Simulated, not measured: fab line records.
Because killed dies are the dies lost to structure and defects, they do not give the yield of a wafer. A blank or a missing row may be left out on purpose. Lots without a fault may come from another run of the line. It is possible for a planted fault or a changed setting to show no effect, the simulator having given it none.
A struck lot beside a sound one    flow nand_harc    13 steps out of a route of 1159
Sound: the wafers L298.3, L298.4, L298.6. The struck wafers were L314.2, L314.4, L314.6. Last of all comes the cause.
Order at every step that has rows: each side's tool, ch and its chambers, its first start. Under that, the readings that differ: sound wafers    struck wafers    difference of the means    sigmas: that difference in standard deviations of wafers without a fault.
alike: readings with means less than 2 such deviations apart, plus words and numbers identical on both sides. not compared: withheld readings, readings lacking a value on some wafer, bounds such as >300 that could conceal the same value, and numbers that have no deviation in the record and whose values overlap.
A row with sigmas, a row that says differs or no value, or rows on one side alone: a step with any of these is where the two part. Numbers that have no deviation but don't overlap get no sigmas and don't part them. Lack of a reading on every wafer of one side parts them only where that side has two or more wafers.

NHARC_A_CHANNEL_FILL_D1_ALD_25: deposits SiOx, target thk 60 nm, pulse time 10 s, ald cycles 600.
  sound on ald_hk-02 ch 0,1,2, day 11 06:14; struck on ald_hk-04 ch 0,1,2, day 15 16:16
  alike: heater_power_w, precursor_pulse_height_rel
NHARC_A_CHANNEL_FILL_D1_ETCHBACK_08: etches the open film in C4F8, target depth 220 nm, time 110 s.
  sound: rie_diel-02 ch 0,1,3; struck: rie_diel-02 ch 1,3
reading                sound           struck          difference  sigmas
oes_product_au (a.u.)  0.99 0.99 1.00  0.92 0.90 0.92  -0.08       -2
  alike: chamber_pressure_mTorr, rf_vpp_V
  not compared: rf_hours_counter_h
NHARC_A_CHANNEL_FILL_D1_STRIP_29: strips in O2, time 20 s.
  sound: rie_diel-02 ch 1,2; struck: rie_diel-02 ch 2,3
  alike: chamber_pressure_mTorr, drypump_motor_current_A, oes_product_au, rf_vpp_V, showerhead_plenum_p_Torr, throttle_valve_pct
  not compared: rf_hours_counter_h
then, 3 steps without rows for these wafers: NHARC_A_CHANNEL_FILL_D1_PRECLEAN_30 (cleans in dHF, time 30 s); NHARC_A_CHANNEL_FILL_D1_SRD_31; NHARC_A_CHANNEL_FILL_D1_CVD_09 (deposits poly-Si, target thk 150 nm, time 3000 s).
NHARC_A_CHANNEL_FILL_D1_CMP_10: polishes, target thk 150 nm.
  sound on cmp-04 ch 1,2,3, day 11 17:43; struck on cmp-01 ch 0,2,3, day 16 03:33
  alike: motor_current_A, retaining_ring_pressure_frac, time_to_endpoint_s
following that, these wafers have no rows for 1 step: NHARC_A_CHANNEL_FILL_D1_SRD_12.
NHARC_A_CHANNEL_FILL_D1_RTA_24: time 5 s.
  sound on rtp_anneal-01 ch 0, day 11 18:11; struck on rtp_anneal-01 ch 0, day 16 04:08
  alike: lamp_power_pct, lamp_zone_3_pct, lamp_zone_4_pct, lamp_zone_5_pct, wafer_temp_C_max
NHARC_A_CHANNEL_FILL_D1_INSPECT_13:
  sound on defect_inspect-01 at day 11 18:19; struck on defect_inspect-02 at day 16 04:19
  alike: raw_defect_count
NHARC_A_STAIRCASE_DEP_156: deposits SiNx, target thk 50 nm.
  sound on pecvd-01 ch 0,1,2, day 11 18:27; struck on pecvd-01 ch 0,1,2, day 16 04:23
  no value came back on the struck wafers for heater_power_outer_w (W), heater_power_w (W); on the sound wafers heater_power_outer_w (W) reads 448 355 394
then, 1 step without rows for these wafers: NHARC_A_STAIRCASE_DEHYDRATE_158 (time 120 s).
-- the record jumps here: 9 days lie between the struck wafers' starts before and after (it left off in module A_STAIRCASE and takes up again in module END, whose first step shown is number 1159 of the route) --
NHARC_END_SORT_01:
  at this point the record logs the struck wafers (prober-02 ch 0, day 25 06:49) and has no rows for the sound ones

== WHERE THEY PART ==
Last at NHARC_END_SORT_01 as far as this record goes, first at NHARC_A_CHANNEL_FILL_D1_ETCHBACK_08.

WHY: whatever the simulator had introduced
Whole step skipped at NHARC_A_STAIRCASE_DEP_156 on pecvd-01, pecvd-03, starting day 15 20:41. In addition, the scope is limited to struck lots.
